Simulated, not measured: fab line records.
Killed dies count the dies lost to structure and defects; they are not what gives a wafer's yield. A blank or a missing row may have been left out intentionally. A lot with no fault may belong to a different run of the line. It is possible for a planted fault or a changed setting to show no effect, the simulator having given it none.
A lot that was struck, set against a sound lot + flow n5-finfet + 34 steps out of a route of 1938
Sound: the wafers L845.2, L845.3, L845.6. Struck: wafers L850.4, L850.5 (left out: L850.3, a lot-mate that was not struck); the cause follows at the end.
Per side, at each step with rows, come the tool, then ch with its chambers, and then its first start. Under that, the readings that differ: sound wafers + struck wafers + difference of the means + sigmas: that difference in standard deviations of wafers without a fault.
alike: same words and numbers on both sides, and readings whose means sit less than 2 such deviations apart. not compared: any withheld reading, any reading some wafer has no value for, any bound like >300 that may hide the same value, and any number with overlapping values for which the record gives no deviation.
Wherever a step has rows on one side only, a row that says differs or no value, or a row with sigmas, the two part there. Numbers that don't overlap but have no deviation are shown without sigmas and don't part them. A reading that every wafer of one side lacks parts them only if that side has two wafers or more.

first, 11 steps without rows for these wafers: N5_BEOL_M12_TRENCH_ETCH_34 (etches SiOC in C4F8/O2/Ar, target depth 318.95 nm, time 125.5 s); N5_BEOL_M12_STRIP_70 (strips in C4F8/O2/Ar); N5_BEOL_M12_STRIP_37 (strips in N2/H2); N5_BEOL_M12_ETCH_38 (etches SiCN in CF4/N2, target depth 68.7 nm, time 73.4 s); N5_BEOL_M12_PRECLEAN_39 (cleans in residue remover, time 60 s); N5_BEOL_M12_SRD_40 (time 30 s, dry time 30 s); N5_BEOL_M12_DEGAS_41 (time 60 s); N5_BEOL_M12_PRE_CLEAN_42 (time 30 s); N5_BEOL_M12_SPUTTER_43 (material TaN, target thk 15 nm, time 24.19 s); N5_BEOL_M12_SPUTTER_44 (material Ta, target thk 10 nm, time 16.13 s); N5_BEOL_M12_SPUTTER_45 (material Cu, target thk 80 nm, time 13.33 s).
N5_BEOL_M12_ECD_47: material Cu, target thk 720 nm.
  sound on ecd-cu-02 ch 0,1, day 14 23:46; struck on ecd-cu-01 ch 0,1, day 15 22:20
then, 21 steps without rows for these wafers: N5_BEOL_M12_ANNEAL_48 (time 90 s); N5_BEOL_M12_CMP_49 (polishes, stops on SiOC, t overpolish 20.6 s, target thk 320 nm); N5_BEOL_M12_PRE_CLEAN_52 (time 15 s); N5_BEOL_M12_DEP_53 (deposits SiCN from 3MS/NH3, target thk 30 nm, time 10.5 s); N5_BEOL_M13_ILD_DEP_00 (deposits SiOC from DEMS/O2, target thk 837.92 nm, time 166.4 s); N5_BEOL_M13_COAT_58 (time 60 s, resist thk 89 nm); N5_BEOL_M13_COAT_04 (resist thk 400 nm); N5_BEOL_M13_EBR_06; N5_BEOL_M13_SOFTBAKE_05 (time 60 s); N5_BEOL_M13_EXPOSE_07 (exposes mask V12); N5_BEOL_M13_PEB_08 (peb time 90 s); N5_BEOL_M13_DEVELOP_09 (develop time 45 s); N5_BEOL_M13_HARDBAKE_14 (time 120 s); N5_BEOL_M13_DESCUM_15 (chemistry O2, time 7.9 s); N5_BEOL_M13_ETCH_59 (etches BARC in N2/H2, target depth 89 nm, overetch 26.7 nm, time 67.9 s); N5_BEOL_M13_VIA_ETCH_16 (etches SiOC in C4F8/O2/Ar, target depth 921.7 nm); N5_BEOL_M13_STRIP_63 (strips in N2/H2); N5_BEOL_M13_STRIP_64 (strips in N2/H2); N5_BEOL_M13_STRIP_71 (strips in post etch residue remover, time 60 s); N5_BEOL_M13_SRD_72 (time 30 s, dry time 30 s); N5_BEOL_M13_COAT_65 (time 60 s, resist thk 350 nm).
N5_PASSIVATION_PROBE_49:
  the record has rows for the struck wafers here (prober-02, day 17 10:28) and none for the sound ones

## WHERE THEY PART
N5_PASSIVATION_PROBE_49 only, going by this record.

WHY: what the simulator had put in
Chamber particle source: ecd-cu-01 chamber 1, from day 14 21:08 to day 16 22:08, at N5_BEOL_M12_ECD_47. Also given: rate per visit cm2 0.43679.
